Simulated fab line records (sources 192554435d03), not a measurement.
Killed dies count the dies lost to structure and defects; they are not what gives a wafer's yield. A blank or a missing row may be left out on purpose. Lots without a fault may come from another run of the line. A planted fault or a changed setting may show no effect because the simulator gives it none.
Comparing a struck lot with a sound one :: flow n5Finfet :: 16 out of 1938 route steps
Sound: the wafers L868.2, L868.4, L868.6. Struck: wafer L884.2; the same lot's L884.4 was not struck, so it is left out; see the end for the cause.
For every step that has rows: the tool of each side, followed by ch and its chambers, followed by its first start. Under that, the readings that differ: sound wafers :: struck wafers :: difference of the means :: sigmas: that difference in standard deviations of wafers without a fault.
alike: readings with means less than 2 such deviations apart, plus words and numbers identical on both sides. not compared: withheld readings, readings lacking a value on some wafer, bounds such as >300 that could conceal the same value, and numbers that have no deviation in the record and whose values overlap.
A row with sigmas, a row that says differs or no value, or rows on one side alone: a step with any of these is where the two part. When numbers do not overlap yet have no deviation, they are printed without sigmas and do not part them. Lack of a reading on every wafer of one side parts them only where that side has two or more wafers.

N5_HKMG_FIN_ALD_75: deposits Al2O3, target thk 1 nm, co reactant pulse time 1 s.
  sound on aldHk-02 ch 0,2, day 5 05:20; struck on aldHk-02 ch 1, day 9 06:36
  alike: heaterPowerW, precursorPulseHeightRel
then, 8 steps without rows for these wafers: N5_HKMG_FIN_COAT_41 (time 60 s, resist thk 300 nm); N5_HKMG_FIN_COAT_42 (time 60 s, resist thk 35 nm); N5_HKMG_FIN_COAT_43 (resist thk 90 nm); N5_HKMG_FIN_EBR_45; N5_HKMG_FIN_SOFTBAKE_44 (time 60 s); N5_HKMG_FIN_EXPOSE_46 (exposes mask NDIPOLE); N5_HKMG_FIN_PEB_47 (peb time 60 s); N5_HKMG_FIN_DEVELOP_48 (develop time 30 s).
N5_HKMG_FIN_CD_MEAS_49 targets a cd of 202 nm.
  sound on cdSem-03 ch 0, day 5 05:40; struck on cdSem-03 ch 0, day 9 07:04
reading: cdNm (nm)
sound: 200.9 200.8 201.2
struck: 203.0
difference: +2.0
sigmas: +3
N5_HKMG_FIN_OVL_MEAS_50:
  sound on overlay-02 ch 0, day 5 05:42; struck on overlay-01 ch 0, day 9 07:05
  alike: NDIPOLE_OVL
N5_HKMG_FIN_INSPECT_61: inspects for defects (macro).
  sound: defectInspect-02 at day 5 05:43; struck: defectInspect-01 at day 9 07:07
  alike: rawDefectCount
N5_HKMG_FIN_DESCUM_53: chemistry O2, time 7.9 s.
  sound on rieDiel-01 ch 0,1,3, day 5 05:46; struck on rieDiel-04 ch 3, day 9 07:26
reading: drypumpMotorCurrentA (A)
sound: 5.2 5.9 5.5
struck: 6.7
difference: +1.2
sigmas: +2

reading: model.CAR-ArF_of_HKMG_FIN_COAT_43.thkNm (nm)
sound: 83.2 83.6 83.4
struck: 83.8
difference: +0.4
sigmas: 
  alike: oesProductAu, rfVppV, showerheadPlenumPTorr, throttleValvePct
  not compared: rfHoursCounterH
N5_HKMG_FIN_ETCH_54: etches SiARC in CF4, target depth 45.5 nm, time 75.8 s.
  sound on rieDiel-01 ch 0,1,3, day 5 05:47; struck on rieDiel-04 ch 3, day 9 07:29
reading: drypumpMotorCurrentA (A)
sound: 5.2 5.8 5.5
struck: 6.7
difference: +1.2
sigmas: +3

reading: model.CAR-ArF_of_HKMG_FIN_COAT_43.thkNm (nm)
sound: 50.6 51 50.6
struck: 51.2
difference: +0.5
sigmas: 
  alike: etchRfOnTimeS, oesProductAu, rfVppV, showerheadPlenumPTorr, throttleValvePct
  not compared: rfHoursCounterH
N5_HKMG_FIN_ETCH_55: etches SOC in N2/H2, target depth 240 nm, time 300 s.
  sound on rieDiel-01 ch 0,1,3, day 5 05:51; struck on rieDiel-04 ch 3, day 9 07:32
reading: drypumpMotorCurrentA (A)
sound: 5.1 5.9 5.5
struck: 6.7
difference: +1.2
sigmas: +3
  alike: oesProductAu, rfVppV, showerheadPlenumPTorr, throttleValvePct
  not compared: rfHoursCounterH
-- a jump in the record: the struck wafers' starts before and after are 6 days apart (it breaks off in module HKMG_FIN and resumes in module BEOL_M4, where the first step shown is number 1111 of the route) --
N5_BEOL_M4_RC_MEAS_101:
  sound on prober-02 ch 0, day 9 21:22; struck on prober-02 ch 0, day 15 11:11
reading: DIBL_N (mV/V)
sound: 37.3 36.7 38.5
struck: 34.5
difference: -3.0
sigmas: -2
  alike: DIBL_P, IOFF_N, IOFF_P, ION_N, ION_P, SS_N, SS_P, VT_N, VT_P

WHERE THEY PART
At N5_HKMG_FIN_CD_MEAS_49 first; at N5_BEOL_M4_RC_MEAS_101 last (within this record only).

WHY: whatever the simulator had introduced
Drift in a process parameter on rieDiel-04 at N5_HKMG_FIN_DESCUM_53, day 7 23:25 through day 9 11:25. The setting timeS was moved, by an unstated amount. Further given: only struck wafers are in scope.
